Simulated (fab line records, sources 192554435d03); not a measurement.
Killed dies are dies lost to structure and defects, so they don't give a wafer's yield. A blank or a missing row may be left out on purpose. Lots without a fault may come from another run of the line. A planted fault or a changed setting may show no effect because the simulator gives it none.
fab line records | flow n5_finfet | part 1 of 2: steps 1 to 16 of 26
record lots=5 wafers=15 last_day=15
route steps=1938 shown FIN_CUT@160 STI_FIN_REVEAL@183
lots that met no fault: from a run of the same line without faults
start_h: hours from the record's first day to the start of the lot's first wafer shown | wait_h: hours since the lot's step before | " the same as in the row above | L1.1+2: a row that stands for several wafers | - no value, or no start given | * or withheld: withheld | < > ~ a bound
route shown NAME@n: a module of which the file shows steps, and the number in the route of the first | usual: mean/standard deviation of fault-free wafers | same: alike in all rows | chamber/n: place in a boat | sites: the reading at each site | _std_site: their standard deviation | _edge_site: outer sites' mean less inner sites' | radius_mm: how far each site lies from the wafer's centre | mask NAME#n: copy n | behind: the tool/chamber that last shaped the wafer | hold: why the lot was held/for how many hours/how that ended | device: the transistor (n, p or np) that didn't switch | end of line: the same wafers' tests at the end of the route | a step without rows: its recipe alone | killed: dies lost to structure and defects at the first sort, not the wafer's yield | map: a wafer's dies, x killed, . not, _ none there
set.NAME: the setting as run; set.NAME@STEP: as run at that earlier step | model.NAME: the simulator's own value behind a step, which no gauge read
lots at some steps of the route; a table a step, a row a wafer
services: from which hour (start_h, from the record's first day; less than 0 if before it) a tool's chamber was out of use, for how many hours, and why
## steps
# step N5_FIN_CUT_EXPOSE_05
# recipe mask_id=FIN_CUT na=0.33 source_shape=annular sigma_inner=0.35 sigma_outer=0.8 polarization=unpolarized dose_mj=45.75
# columns lot.wafer tool chamber start_h wait_h mask
L074.1+5+6 euv_scanner-01 0 29.19 - FIN_CUT#0
L075.2+3+6 euv_scanner-01 0 34.06 - FIN_CUT#0
L084.3+4+5 euv_scanner-01 0 87.16 - FIN_CUT#0
L086.2+3+4 euv_scanner-02 0 99.56 - FIN_CUT#0
L088.1+3+4 euv_scanner-02 0 110.71 - FIN_CUT#0
# step N5_FIN_CUT_PEB_06
# recipe peb_temp_c=100 peb_time_s=60 resist=CAR-EUV
# usual chill_plate_temp_C=23.00/0.11
# columns lot.wafer tool chamber start_h wait_h chill_plate_temp_C
L074.1 litho_track-05 0 29.25 0.1 22.85
L074.5 " 0 " " 23.05
L074.6 " 0 " " 22.96
L075.2 litho_track-05 0 34.13 0.1 22.99
L075.3 " 0 " " 23.07
L075.6 " 0 " " 23.12
L084.3 litho_track-01 0 87.21 0.0 23.27
L084.4 " 0 " " 23.33
L084.5 " 0 " " 23.08
L086.2 litho_track-02 0 99.62 0.1 23.10
L086.3 " 0 " " 23.09
L086.4 " 0 " " 22.97
L088.1 litho_track-01 0 110.77 0.1 23.02
L088.3 " 0 " " 22.99
L088.4 " 0 " " 22.88
# step N5_FIN_CUT_DEVELOP_07
# recipe develop_time_s=30 developer=TMAH resist=CAR-EUV rinse_liquid=surfactant_rinse dry=air_spin dev_temp_c=23
# usual chill_plate_temp_C=23.03/0.11
# columns lot.wafer tool chamber start_h wait_h chill_plate_temp_C
L074.1 litho_track-05 0 - - 23.12
L074.5 " 0 " " 23.02
L074.6 " 0 " " 23.04
L075.2 litho_track-05 0 - - 22.93
L075.3 " 0 " " 22.85
L075.6 " 0 " " 22.92
L084.3 litho_track-01 0 - - 22.99
L084.4 " 0 " " 23.08
L084.5 " 0 " " 22.84
L086.2 litho_track-02 0 - - 23.18
L086.3 " 0 " " 23.18
L086.4 " 0 " " 22.99
L088.1 litho_track-01 0 - - 22.83
L088.3 " 0 " " 23.05
L088.4 " 0 " " 23.15
# step N5_FIN_CUT_CD_MEAS_08
# recipe target_cd_nm=29.1 landing_energy_ev=500 detector=se_inlens polarity=opening
# usual cd_nm=29.09/0.24
# columns lot.wafer tool chamber start_h wait_h cd_nm
L074.1 cd_sem-02 0 29.32 - 28.77
L074.5 " 0 " " 29.01
L074.6 " 0 " " 29.27
L075.2 cd_sem-02 0 34.19 - 29.33
L075.3 " 0 " " 29.19
L075.6 " 0 " " 29.04
L084.3 cd_sem-02 0 87.28 - 29.49
L084.4 " 0 " " 28.87
L084.5 " 0 " " 29.16
L086.2 cd_sem-01 0 99.69 - 29.04
L086.3 " 0 " " 29.36
L086.4 " 0 " " 29.17
L088.1 cd_sem-03 0 110.84 - 29.19
L088.3 " 0 " " 29.16
L088.4 " 0 " " 29.39
# step N5_FIN_CUT_OVL_MEAS_09
# recipe points_per_wafer=522
# usual FIN_CUT_OVL=-0.4/0.59
# same points_per_wafer=522
# columns lot.wafer tool chamber start_h wait_h FIN_CUT_OVL[nm]
L074.1 overlay-01 0 29.35 0.0 -0.9
L074.5 " 0 " " -0.6
L074.6 " 0 " " -0.6
L075.2 overlay-01 0 34.23 0.0 0.4
L075.3 " 0 " " 0.7
L075.6 " 0 " " 0.6
L084.3 overlay-02 0 87.32 0.0 0.4
L084.4 " 0 " " -0.6
L084.5 " 0 " " -0.7
L086.2 overlay-02 0 99.72 0.0 -0.6
L086.3 " 0 " " 0.3
L086.4 " 0 " " -1.3
L088.1 overlay-02 0 110.87 0.0 -0.4
L088.3 " 0 " " -1.3
L088.4 " 0 " " -0.2
# step N5_FIN_CUT_INSPECT_10
# recipe mode=adi inspect_instrument=brightfield
# usual raw_defect_count=42/11
# columns lot.wafer tool chamber start_h wait_h raw_defect_count
L074.1 defect_inspect-01 - 29.41 0.1 37
L074.5 " - " " 45
L074.6 " - " " 32
L075.2 defect_inspect-01 - 34.28 0.0 41
L075.3 " - " " 46
L075.6 " - " " 36
L084.3 defect_inspect-01 - 87.37 0.0 40
L084.4 " - " " 49
L084.5 " - " " 29
L086.2 defect_inspect-02 - 99.78 0.0 50
L086.3 " - " " 40
L086.4 " - " " 19
L088.1 defect_inspect-02 - 110.93 0.1 48
L088.3 " - " " 33
L088.4 " - " " 55
# step N5_FIN_CUT_DESCUM_13
# recipe chemistry=O2 time_s=7 source_power_w=50 bias_power_w=20 pressure_mtorr=20 rf_frequency_hz=2.712e+07 temp_c=40 resist=CAR-EUV o2_flow_sccm=225
# usual drypump_motor_current_A=5.6/0.49 oes_product_au=0.79/0.084 rf_fwd_power_W=49.47/0.19 rf_vpp_V=243.5/1.2 showerhead_plenum_p_Torr=2.11/0.066 throttle_valve_pct=20.41/0.25
# columns lot.wafer tool chamber start_h wait_h drypump_motor_current_A oes_product_au rf_fwd_power_W rf_hours_counter_h rf_vpp_V showerhead_plenum_p_Torr throttle_valve_pct
L074.1 rie_diel-03 2 29.44 0.0 6.4 0.69 49.18 249 241.5 1.97 20.52
L074.5 " 3 " " 5.7 0.70 49.70 - 244.3 2.16 20.66
L074.6 " 0 " " 5.7 0.70 49.70 - 243.3 2.07 20.23
L075.2 rie_diel-01 2 34.49 0.2 4.8 0.89 49.57 36 241.5 2.05 20.10
L075.3 " 1 " " 5.7 0.83 49.46 91 244.5 2.12 20.27
L075.6 " 0 " " 5.8 0.94 49.05 - 245.9 2.24 20.48
L084.3 rie_diel-02 2 87.40 0.0 5.1 0.84 49.52 55 243.0 2.04 20.40
L084.4 " 3 " " 4.9 0.71 49.22 207 243.6 2.15 20.53
L084.5 " 2 " " 5.1 0.85 49.36 - 242.8 2.04 20.41
L086.2 rie_diel-03 1 100.06 0.3 6.6 0.74 49.59 174 245.2 2.17 20.42
L086.3 " 0 " " 5.7 0.69 49.36 256 243.2 2.06 20.27
L086.4 " 0 " " 5.7 0.68 49.40 - 242.7 2.06 20.29
L088.1 rie_diel-01 2 110.96 0.0 4.8 0.86 49.35 58 242.9 2.04 20.11
L088.3 " 0 " " 5.8 0.89 49.68 27 245.5 2.23 20.51
L088.4 " 3 " " 5.5 0.92 49.08 19 243.8 2.14 20.31
# step N5_FIN_CUT_ETCH_30
# recipe chemistry=N2/H2 target=underlayer target_depth_a=130 mask_material=CAR-EUV time_s=10.4 ion_energy_ev=200 pressure_mtorr=30 source_w=840 bias_w=150 n2_flow_sccm=200 h2_flow_sccm=200 ends=cleared
# usual drypump_motor_current_A=5.6/0.49 etch_rf_on_time_s=10.31/0.16 oes_product_au=0.67/0.073 rf_fwd_power_W=818.9/2.5 rf_vpp_V=524.5/2.1 showerhead_plenum_p_Torr=2.57/0.08 throttle_valve_pct=17.82/0.23
# columns lot.wafer tool chamber start_h wait_h drypump_motor_current_A etch_rf_on_time_s oes_product_au rf_fwd_power_W rf_hours_counter_h rf_vpp_V showerhead_plenum_p_Torr throttle_valve_pct
L074.1 rie_diel-03 2 29.48 0.0 6.4 10.55 0.58 819.3 249 520.7 2.41 18.08
L074.5 " 3 " " 5.7 10.12 0.61 817.4 - 526.2 2.61 18.09
L074.6 " 0 " " 5.7 10.44 0.60 821.0 - 522.8 2.51 17.67
L075.2 rie_diel-01 2 34.52 0.0 4.9 9.92 0.78 815.7 36 522.8 2.48 17.39
L075.3 " 1 " " 5.7 10.08 0.72 817.6 91 524.3 2.57 17.71
L075.6 " 0 " " 5.8 10.18 0.81 814.5 - 528.0 2.71 17.75
L084.3 rie_diel-02 2 87.44 0.0 5.1 10.24 0.73 821.2 55 522.0 2.48 17.77
L084.4 " 3 " " 4.9 10.64 0.60 817.6 207 526.5 2.62 17.90
L084.5 " 2 " " 5.1 10.31 0.72 822.0 - 523.0 2.48 17.79
L086.2 rie_diel-03 1 100.09 0.0 6.6 10.45 0.64 823.4 174 526.1 2.64 17.84
L086.3 " 0 " " 5.7 10.63 0.58 817.2 256 522.9 2.50 17.70
L086.4 " 0 " " 5.7 10.61 0.58 816.2 - 523.4 2.50 17.71
L088.1 rie_diel-01 2 111.00 0.0 4.9 10.06 0.74 818.5 58 521.1 2.47 17.44
L088.3 " 0 " " 5.8 10.12 0.77 813.0 27 529.5 2.70 17.79
L088.4 " 3 " " 5.5 10.38 0.78 820.9 19 526.7 2.59 17.65
# step N5_FIN_CUT_ETCH_20
# recipe chemistry=CF4 target=SiARC target_depth_a=260 mask_material=CAR-EUV time_s=43.3 ion_energy_ev=80 pressure_mtorr=40 source_w=545 bias_w=36 Ar_flow_sccm=100 cf4_flow_sccm=100 ends=cleared
# usual drypump_motor_current_A=5.6/0.49 etch_rf_on_time_s=43.1/0.73 oes_product_au=0.67/0.073 rf_fwd_power_W=536.6/2.7 rf_vpp_V=184.2/1.2 showerhead_plenum_p_Torr=2.16/0.063 throttle_valve_pct=15.60/0.27
# columns lot.wafer tool chamber start_h wait_h drypump_motor_current_A etch_rf_on_time_s oes_product_au rf_fwd_power_W rf_hours_counter_h rf_vpp_V showerhead_plenum_p_Torr throttle_valve_pct
L074.1 rie_diel-03 2 29.50 0.0 6.4 43.8 0.59 534.0 249 182.5 2.03 15.81
L074.5 " 3 " " 5.7 42.1 0.61 535.3 - 186.4 2.20 15.84
L074.6 " 0 " " 5.7 44.4 0.59 535.9 - 185.7 2.11 15.44
L075.2 rie_diel-01 2 34.54 0.0 4.8 41.3 0.78 536.6 36 182.8 2.09 15.22
L075.3 " 1 " " 5.7 41.7 0.72 537.3 91 184.6 2.17 15.44
L075.6 " 0 " " 5.8 42.0 0.82 535.4 - 184.9 2.28 15.58
L084.3 rie_diel-02 2 87.46 0.0 5.0 43.1 0.71 538.4 55 183.5 2.09 15.55
L084.4 " 3 " " 4.9 44.5 0.60 535.2 207 184.8 2.21 15.83
L084.5 " 2 " " 5.1 43.3 0.72 535.1 - 183.3 2.09 15.54
L086.2 rie_diel-03 1 100.11 0.0 6.6 43.8 0.64 539.1 174 185.4 2.21 15.67
L086.3 " 0 " " 5.7 45.1 0.57 537.0 256 183.6 2.11 15.50
L086.4 " 0 " " 5.7 45.1 0.57 536.6 - 183.0 2.11 15.49
L088.1 rie_diel-01 2 111.02 0.0 4.8 42.3 0.74 536.8 58 183.6 2.09 15.25
L088.3 " 0 " " 5.8 42.6 0.75 538.0 27 184.7 2.27 15.62
L088.4 " 3 " " 5.5 43.7 0.78 532.1 19 184.9 2.19 15.47
# step N5_FIN_CUT_ETCH_21
# recipe chemistry=N2/H2 target=SOC target_depth_a=2190 overetch_a=438 mask_material=SiARC temp_c=40 ion_energy_ev=100 bias_w=61 time_s=523.5 pressure_mtorr=30 source_w=850 n2_flow_sccm=200 h2_flow_sccm=200
# usual drypump_motor_current_A=5.6/0.5 oes_product_au=0.72/0.074 rf_fwd_power_W=848.8/2.4 rf_vpp_V=241.0/1.4 showerhead_plenum_p_Torr=2.57/0.08 throttle_valve_pct=17.77/0.23
# columns lot.wafer tool chamber start_h wait_h drypump_motor_current_A oes_product_au rf_fwd_power_W rf_hours_counter_h rf_vpp_V showerhead_plenum_p_Torr throttle_valve_pct
L074.1 rie_diel-03 2 29.54 0.0 6.4 0.63 853.8 249 237.4 2.41 18.05
L074.5 " 3 " " 5.7 0.64 844.7 - 241.7 2.61 18.04
L074.6 " 0 " " 5.7 0.64 850.2 - 240.2 2.51 17.62
L075.2 rie_diel-01 2 34.58 0.0 4.9 0.81 852.1 36 240.2 2.48 17.35
L075.3 " 1 " " 5.7 0.76 849.1 91 241.6 2.57 17.66
L075.6 " 0 " " 5.8 0.86 846.3 - 243.6 2.71 17.72
L084.3 rie_diel-02 2 87.49 0.0 5.1 0.78 851.6 55 241.9 2.48 17.72
L084.4 " 3 " " 4.9 0.66 847.8 207 241.9 2.62 17.87
L084.5 " 2 " " 5.0 0.78 849.3 - 240.3 2.48 17.74
L086.2 rie_diel-03 1 100.15 0.0 6.6 0.69 851.7 174 240.4 2.64 17.80
L086.3 " 0 " " 5.7 0.64 851.8 256 238.3 2.50 17.67
L086.4 " 0 " " 5.6 0.63 848.7 - 239.4 2.50 17.66
L088.1 rie_diel-01 2 111.06 0.0 4.8 0.78 848.1 58 239.7 2.47 17.38
L088.3 " 0 " " 5.8 0.81 845.1 27 244.0 2.70 17.75
L088.4 " 3 " " 5.5 0.85 849.0 19 240.5 2.59 17.60
# step N5_FIN_CUT_STRIP_23
# recipe chemistry=N2/H2 temp_c=40 n2_flow_sccm=200 h2_flow_sccm=200 rf_frequency_hz=6e+07
# columns lot.wafer tool chamber start_h wait_h
L074.1+5+6 rie_diel-03 2,3,0 29.84 0.2
L075.2+3+6 rie_diel-01 2,1,0 34.89 0.2
L084.3+4+5 rie_diel-02 2,3,2 87.80 0.2
L086.2+3+4 rie_diel-03 1,0,0 100.46 0.2
L088.1+3+4 rie_diel-01 2,0,3 111.36 0.2
# step N5_FIN_CUT_STRIP_31
# recipe chemistry=N2/H2 temp_c=40 n2_flow_sccm=200 h2_flow_sccm=200 rf_frequency_hz=6e+07
# columns lot.wafer tool chamber start_h wait_h
L074.1+5+6 rie_diel-03 2,3,0 29.85 0.0
L075.2+3+6 rie_diel-01 2,1,0 34.90 0.0
L084.3+4+5 rie_diel-02 2,3,2 87.81 0.0
L086.2+3+4 rie_diel-03 1,0,0 100.47 0.0
L088.1+3+4 rie_diel-01 2,0,3 111.37 0.0
# step N5_FIN_CUT_STRIP_24
# recipe chemistry=CF4 resist=SiARC power_w=300 bias_power_w=75 pressure_mtorr=50 cf4_flow_sccm=150 rf_frequency_hz=6e+07
# usual drypump_motor_current_A=5.6/0.49 oes_product_au=0.78/0.081 rf_fwd_power_W=292.8/0.93 rf_vpp_V=271.5/1.4 showerhead_plenum_p_Torr=1.81/0.053 throttle_valve_pct=13.58/0.27
# columns lot.wafer tool chamber start_h wait_h drypump_motor_current_A oes_product_au rf_fwd_power_W rf_hours_counter_h rf_vpp_V showerhead_plenum_p_Torr throttle_valve_pct
L074.1 rie_diel-03 2 29.86 0.0 6.4 0.68 293.0 249 269.1 1.70 13.85
L074.5 " 3 " " 5.7 0.70 292.5 - 273.6 1.84 13.85
L074.6 " 0 " " 5.6 0.69 293.8 - 271.1 1.77 13.44
L075.2 rie_diel-01 2 34.91 0.0 4.9 0.87 293.3 36 269.2 1.76 13.20
L075.3 " 1 " " 5.7 0.81 294.1 91 271.0 1.82 13.41
L075.6 " 0 " " 5.8 0.93 294.5 - 272.4 1.91 13.48
L084.3 rie_diel-02 2 87.82 0.0 5.0 0.83 293.0 55 268.7 1.75 13.47
L084.4 " 3 " " 4.9 0.70 293.6 207 273.1 1.85 13.82
L084.5 " 2 " " 5.0 0.84 292.8 - 270.9 1.75 13.49
L086.2 rie_diel-03 1 100.48 0.0 6.6 0.75 294.3 175 272.0 1.85 13.64
L086.3 " 0 " " 5.6 0.67 292.3 256 270.6 1.76 13.52
L086.4 " 0 " " 5.6 0.68 292.5 - 268.9 1.76 13.53
L088.1 rie_diel-01 2 111.38 0.0 4.8 0.83 292.5 58 270.7 1.75 13.26
L088.3 " 0 " " 5.8 0.87 292.7 27 273.6 1.90 13.55
L088.4 " 3 " " 5.5 0.90 293.6 19 271.0 1.84 13.38
# step N5_FIN_CUT_CUT_ETCH_26
# recipe chemistry=CH3F/O2 target=SiNx target_depth_a=390 mask_material=SOC time_s=55.7 pressure_mtorr=30 source_w=395 bias_w=73 Ar_flow_sccm=150 CH3F_flow_sccm=30 O2_flow_sccm=20 ion_energy_ev=120
# usual drypump_motor_current_A=5.6/0.49 oes_product_au=0.79/0.085 rf_fwd_power_W=391.9/1.5 rf_vpp_V=298.4/2.2 showerhead_plenum_p_Torr=2.02/0.061 throttle_valve_pct=16.36/0.27
# columns lot.wafer tool chamber start_h wait_h drypump_motor_current_A oes_product_au rf_fwd_power_W rf_hours_counter_h rf_vpp_V showerhead_plenum_p_Torr throttle_valve_pct
L074.1 rie_diel-03 2 29.88 0.0 6.4 0.68 389.7 249 291.6 1.89 16.56
L074.5 " 3 " " 5.7 0.71 393.8 - 298.7 2.05 16.60
L074.6 " 0 " " 5.6 0.69 393.7 - 300.5 1.98 16.22
L075.2 rie_diel-01 2 34.93 0.0 4.9 0.89 392.7 36 298.6 1.95 15.99
L075.3 " 1 " " 5.7 0.83 391.5 91 299.5 2.02 16.19
L075.6 " 0 " " 5.8 0.94 392.0 - 299.7 2.14 16.36
L084.3 rie_diel-02 2 87.84 0.0 5.1 0.85 394.8 55 295.0 1.95 16.32
L084.4 " 3 " " 4.9 0.70 388.8 207 299.3 2.06 16.52
L084.5 " 2 " " 5.1 0.85 392.8 - 295.1 1.95 16.33
L086.2 rie_diel-03 1 100.50 0.0 6.6 0.75 390.6 175 297.8 2.07 16.41
L086.3 " 0 " " 5.6 0.67 391.5 256 299.9 1.97 16.27
L086.4 " 0 " " 5.7 0.67 391.5 - 298.9 1.97 16.26
L088.1 rie_diel-01 2 111.40 0.0 4.9 0.86 393.4 58 299.2 1.94 16.02
L088.3 " 0 " " 5.8 0.89 390.8 27 299.3 2.13 16.39
L088.4 " 3 " " 5.5 0.92 390.7 19 302.5 2.05 16.21
# step N5_FIN_CUT_CUT_ETCH_27
# recipe chemistry=CHF3/O2 target=SiO2 target_depth_a=40 mask_material=SOC overetch_a=20 time_s=4.9 pressure_mtorr=30 source_w=650 bias_w=170 Ar_flow_sccm=200 CHF3_flow_sccm=50 O2_flow_sccm=5 ion_energy_ev=200
# usual drypump_motor_current_A=5.6/0.49 oes_product_au=0.62/0.065 rf_fwd_power_W=644.6/2.4 rf_vpp_V=526/3.9 showerhead_plenum_p_Torr=2.43/0.071 throttle_valve_pct=18.82/0.28
# columns lot.wafer tool chamber start_h wait_h drypump_motor_current_A oes_product_au rf_fwd_power_W rf_hours_counter_h rf_vpp_V showerhead_plenum_p_Torr throttle_valve_pct
L074.1 rie_diel-03 2 29.93 0.0 6.4 0.54 642.7 249 512 2.28 18.98
L074.5 " 3 " " 5.7 0.57 645.7 - 527 2.47 19.03
L074.6 " 0 " " 5.6 0.56 643.6 - 530 2.38 18.64
L075.2 rie_diel-01 2 34.97 0.0 4.9 0.70 648.1 36 524 2.35 18.43
L075.3 " 1 " " 5.7 0.64 641.7 91 526 2.44 18.68
L075.6 " 0 " " 5.8 0.75 644.4 - 527 2.57 18.86
L084.3 rie_diel-02 2 87.88 0.0 5.1 0.67 642.6 56 519 2.35 18.81
L084.4 " 3 " " 4.9 0.56 644.6 207 528 2.48 18.97
L084.5 " 2 " " 5.1 0.67 647.0 - 521 2.35 18.83
L086.2 rie_diel-03 1 100.54 0.0 6.6 0.60 643.3 175 525 2.49 18.86
L086.3 " 0 " " 5.7 0.54 643.3 256 530 2.37 18.67
L086.4 " 0 " " 5.7 0.54 641.7 - 531 2.37 18.66
L088.1 rie_diel-01 2 111.45 0.0 4.9 0.68 643.8 58 525 2.34 18.48
L088.3 " 0 " " 5.8 0.70 644.6 27 527 2.56 18.87
L088.4 " 3 " " 5.5 0.73 639.1 19 534 2.47 18.71
# step N5_FIN_CUT_PRECLEAN_35
# recipe time_s=13.3 temp_c=45 pressure_torr=125 p_hf_torr=3 p_coreactant_torr=25 chemistry=vHF
# usual drypump_motor_current_A=5.9/0.53
# columns lot.wafer tool chamber start_h wait_h drypump_motor_current_A
L074.1 vapor_etch-02 0 29.99 0.0 6.6
L074.5 " 1 " " 5.9
L074.6 " 0 " " 6.6
L075.2 vapor_etch-02 0 35.04 0.0 6.6
L075.3 " 1 " " 5.8
L075.6 " 1 " " 5.8
L084.3 vapor_etch-02 0 87.97 0.1 6.6
L084.4 " 1 " " 5.8
L084.5 " 0 " " 6.6
L086.2 vapor_etch-02 0 100.61 0.0 6.6
L086.3 " 1 " " 5.8
L086.4 " 0 " " 6.6
L088.1 vapor_etch-02 1 111.51 0.0 5.9
L088.3 " 0 " " 6.6
L088.4 " 1 " " 5.9
